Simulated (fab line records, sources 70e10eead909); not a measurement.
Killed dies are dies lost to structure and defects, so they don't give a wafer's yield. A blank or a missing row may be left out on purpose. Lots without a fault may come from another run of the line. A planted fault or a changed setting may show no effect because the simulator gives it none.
Chamber matching | flow nand_harc | NHARC_P_M0_PRE_CLEAN_31 on pecvd-03: 3 sister chambers
The step time 12 s. 3 wafers are shown with their chamber, then 7 later ones without.

WAFERS WITH THEIR CHAMBER
wafer  | chamber | heater_power_outer_w (W)
L085.1 | 2       | 431
L087.2 | 0       | 479
L087.3 | 1       | 345

WAFERS WITHOUT THEIR CHAMBER
wafer  | heater_power_outer_w (W)
L087.5 | 505
L094.3 | 341
L094.4 | 483
L094.5 | 442
L096.1 | 465
L096.3 | 318
L096.6 | 461

WHICH CHAMBER EACH WENT THROUGH
wafer  | from the rows above     | in truth
L087.5 | 0                       | 0
L094.3 | 1                       | 1
L094.4 | 0                       | 0
L094.5 | can't be placed: 2 or 0 | 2
L096.1 | can't be placed: 0 or 2 | 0
L096.3 | 1                       | 1
L096.6 | can't be placed: 0 or 2 | 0
Placed correctly: 4 of 7. Can't be placed from these rows: 3 (the true chamber is among the candidates in 3). Placed wrongly: 0.
How it was worked out, from the rows above alone: a wafer's distance from a chamber is the root of the sum, over the readings, of the square of ((its reading less the chamber's mean) divided by the reading's scatter). The wafer belongs to the nearest chamber; if the next one is less than 2 further off, it can't be placed. A chamber's mean is the mean of its shown wafers. The scatter: with one shown wafer a chamber, the root of the mean of the squares of how far each hidden wafer lies from its nearest shown one.
